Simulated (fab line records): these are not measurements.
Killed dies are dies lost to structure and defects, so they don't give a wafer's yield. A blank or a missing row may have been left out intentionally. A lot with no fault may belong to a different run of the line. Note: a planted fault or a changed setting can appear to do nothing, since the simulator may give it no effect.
Chamber matching + flow nandHarc + NHARC_A_WL_FILL_ALD_02 on aldMetal-01: 4 sister chambers
The step deposits TiN, target thk 2 nm, pulse time 3 s, ald cycles 100. 4 wafers are shown with their chamber, then 9 later ones without.

EACH WAFER AND ITS CHAMBER
| wafer  | chamber | heaterPowerW (W) |
|--------|---------|------------------|
| L084.6 | 1       | 1018             |
| L087.3 | 2       | 1320             |
| L087.4 | 0       | 1340             |
| L087.6 | 3       | 1239             |

WAFERS WHOSE CHAMBER IS MISSING
| wafer  | heaterPowerW (W) |
|--------|------------------|
| L091.2 | 1231             |
| L091.5 | 1258             |
| L091.6 | 1234             |
| L095.4 | 1375             |
| L095.5 | 1315             |
| L095.6 | 1252             |
| L094.1 | 1352             |
| L094.3 | 1235             |
| L094.5 | 1348             |

CHAMBER TAKEN BY EACH
| wafer  | from the rows above     | in truth                   |
|--------|-------------------------|----------------------------|
| L091.2 | 3                       | 3                          |
| L091.5 | 3                       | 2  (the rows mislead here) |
| L091.6 | 3                       | 3                          |
| L095.4 | can't be placed: 0 or 2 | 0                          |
| L095.5 | can't be placed: 2 or 0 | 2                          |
| L095.6 | 3                       | 3                          |
| L094.1 | can't be placed: 0 or 2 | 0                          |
| L094.3 | 3                       | 3                          |
| L094.5 | can't be placed: 0 or 2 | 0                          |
Correctly placed: 4 of 9. Unplaceable from these rows: 4, with the true chamber sitting among the candidates in 4. 1 placed wrongly.
How it was worked out, from the rows above alone: a wafer's distance from a chamber is the root of the sum, over the readings, of the square of ((its reading less the chamber's mean) divided by the reading's scatter). The wafer belongs to the nearest chamber; if the next one is less than 2 further off, it can't be placed. The mean given for a chamber averages the wafers shown for that chamber. The scatter (one wafer shown for each chamber): square how far every hidden wafer sits from the nearest shown wafer, average those squares and take the square root.
